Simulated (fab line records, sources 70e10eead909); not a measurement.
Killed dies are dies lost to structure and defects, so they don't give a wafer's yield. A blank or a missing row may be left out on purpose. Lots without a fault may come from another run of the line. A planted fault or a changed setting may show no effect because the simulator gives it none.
Tool commonality check | flow nand_harc | 9 lots, 36 wafers sampled

WHY IT WAS OPENED
At NHARC_A_CHANNEL_HOLE_D2_CD_MEAS_10 the reading cd_nm is flagged on 3 of 9 lots. Wafers without a fault read 99.9 nm, standard deviation 0.53.
Rule: a lot is flagged when every wafer of it that has a number lies more than 4 standard deviations from that mean, or none has a number. The other lots count as sound.

lot  | measured     | on        | cd_nm (nm), wafer by wafer    | flag
L743 | day 14 04:29 | cd_sem-03 | 100.1 100.4 100.6             |
L746 | day 15 22:19 | cd_sem-02 | 94.2 93.8 93.5 94.2 94.0 93.3 | FLAGGED
L751 | day 17 10:32 | cd_sem-01 | 93.8 93.9 93.4 93.8 93.9 93.8 | FLAGGED
L750 | day 17 11:17 | cd_sem-01 | 95.2 94.5 94.8 95.5 94.8 94.9 | FLAGGED
L756 | day 19 16:48 | cd_sem-02 | 99.7 99.3 100.8               |
L757 | day 20 01:50 | cd_sem-01 | 100.0 100.0 100.2             |
L758 | day 21 00:02 | cd_sem-02 | 99.6 99.9 99.5                |
L760 | day 21 13:02 | cd_sem-01 | 99.6 100.5 100.7              |
L761 | day 22 10:07 | cd_sem-03 | 100.0 100.5 100.3             |
The numbers of the flagged lots are 94.2 nm on average: -5.7 nm against the usual, or -11 standard deviations.

WHICH TOOL RAN EACH LOT
The record holds 2 process steps before the reading, out of a route of 1302 steps. In each cell: the tool, then ch and the chambers that the sampled wafers went through, then the start.
lot  | flag    | NHARC_A_CHANNEL_FILL_D1_STRIP_29              | NHARC_A_CHANNEL_HOLE_D2_PEB_08
L743 |         | rie_diel-13 ch 0,2,3, day 14 04:24 or earlier | litho_track-04 ch 0, day 14 04:24
L746 | FLAGGED | rie_diel-03 ch 1,3, day 15 22:14 or earlier   | litho_track-04 ch 0, day 15 22:14
L751 | FLAGGED | rie_diel-13 ch 0,3, day 17 10:28 or earlier   | litho_track-04 ch 0, day 17 10:28
L750 | FLAGGED | rie_diel-02 ch 0,1, day 17 11:12 or earlier   | litho_track-04 ch 0, day 17 11:12
L756 |         | rie_diel-02 ch 2,3, day 19 16:43 or earlier   | litho_track-04 ch 0, day 19 16:43
L757 |         | rie_diel-03 ch 1,2,3, day 17 15:46            | litho_track-04 ch 0, day 20 01:45
L758 |         | rie_diel-13 ch 0,2,3, day 18 13:10            | litho_track-06 ch 0, day 20 23:57
L760 |         | rie_diel-02 ch 0,1, day 21 12:57 or earlier   | litho_track-04 ch 0, day 21 12:57
L761 |         | rie_diel-03 ch 0,1,3, day 22 10:01 or earlier | litho_track-04 ch 0, day 22 10:01
What these steps do:
- NHARC_A_CHANNEL_FILL_D1_STRIP_29: strips in O2, time 20 s.
- NHARC_A_CHANNEL_HOLE_D2_PEB_08: peb time 65 s.
- NHARC_A_CHANNEL_HOLE_D2_CD_MEAS_10: target cd 100 nm.

FLAGGED OVER TOTAL, TOOL BY TOOL (the gauges that took the reading come last)
step                               | tool           | lots run | flagged | share of the flagged lots | sound lots run after its first flagged lot
NHARC_A_CHANNEL_FILL_D1_STRIP_29   | rie_diel-02    | 3        | 1       | some                      | 2 (L756,L760)
NHARC_A_CHANNEL_FILL_D1_STRIP_29   | rie_diel-03    | 3        | 1       | some                      | 2 (L757,L761)
NHARC_A_CHANNEL_FILL_D1_STRIP_29   | rie_diel-13    | 3        | 1       | some                      | 1 (L758)
NHARC_A_CHANNEL_HOLE_D2_PEB_08     | litho_track-04 | 8        | 3       | all                       | 4 (L756,L757,L760,L761)
NHARC_A_CHANNEL_HOLE_D2_PEB_08     | litho_track-06 | 1        | 0       | none                      | -
NHARC_A_CHANNEL_HOLE_D2_CD_MEAS_10 | cd_sem-01      | 4        | 2       | some                      | 2 (L757,L760)
NHARC_A_CHANNEL_HOLE_D2_CD_MEAS_10 | cd_sem-02      | 3        | 1       | some                      | 2 (L756,L758)
NHARC_A_CHANNEL_HOLE_D2_CD_MEAS_10 | cd_sem-03      | 2        | 0       | none                      | -
NHARC_A_CHANNEL_FILL_D1_STRIP_29 gives no start for some lots, so the hours and the order of its lots are those of NHARC_A_CHANNEL_HOLE_D2_PEB_08.

WHAT THE TABLE ALLOWS
1 row of the table ran every flagged lot: litho_track-04 at NHARC_A_CHANNEL_HOLE_D2_PEB_08.
- litho_track-04 at NHARC_A_CHANNEL_HOLE_D2_PEB_08: 3 of its 8 lots flagged. Sound lots ran on it after the first flagged one (L756, L757, L760, L761), which a lasting fault on the whole tool wouldn't allow. Its own readings lie more than 4 standard deviations out on every wafer of the flagged lots: heater_power_total_W.
No row of the table ran every flagged lot and no sound lot after the first.

WHAT THE SIMULATOR HAD PUT IN
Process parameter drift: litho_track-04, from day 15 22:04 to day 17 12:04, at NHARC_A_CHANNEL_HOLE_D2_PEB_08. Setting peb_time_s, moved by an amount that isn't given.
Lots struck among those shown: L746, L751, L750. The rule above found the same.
